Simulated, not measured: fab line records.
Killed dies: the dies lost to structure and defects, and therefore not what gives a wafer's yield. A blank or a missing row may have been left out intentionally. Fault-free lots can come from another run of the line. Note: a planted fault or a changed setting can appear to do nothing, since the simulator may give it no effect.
Chamber matching	flow n5_finfet	4 sister chambers for N5_STI_FIN_REVEAL_ALD_00 on ald_sin-02
The step deposits SiO2, target thk 1 nm, pulse time 1 s. 4 wafers are shown with their chamber, then 9 later ones without.

EACH WAFER AND ITS CHAMBER
wafer	chamber	heater_power_outer_w (W)
L078.2	2	272
L079.5	1	288
L080.5	0	251
L080.6	3	228

WAFERS WITHOUT THEIR CHAMBER
wafer	heater_power_outer_w (W)
L085.2	290
L085.5	284
L085.6	267
L087.3	282
L087.4	261
L087.6	248
L090.3	251
L090.5	265
L090.6	288

THE CHAMBER EACH PASSED THROUGH
wafer	from the rows above	in truth
L085.2	1	1
L085.5	can't be placed: 1 or 2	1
L085.6	2	2
L087.3	can't be placed: 1 or 2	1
L087.4	can't be placed: 0 or 2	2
L087.6	0	0
L090.3	0	0
L090.5	can't be placed: 2 or 0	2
L090.6	1	1
5 of 9 placed correctly. Not placeable from these rows: 4 (in 4, the candidates include the true chamber). Placed wrongly: 0.
How it was worked out, from the rows above alone: a wafer's distance from a chamber is the root of the sum, over the readings, of the square of ((its reading less the chamber's mean) divided by the reading's scatter). The wafer belongs to the nearest chamber; if the next one is less than 2 further off, it can't be placed. A chamber's mean is the mean of its shown wafers. The scatter: with one shown wafer a chamber, the root of the mean of the squares of how far each hidden wafer lies from its nearest shown one.
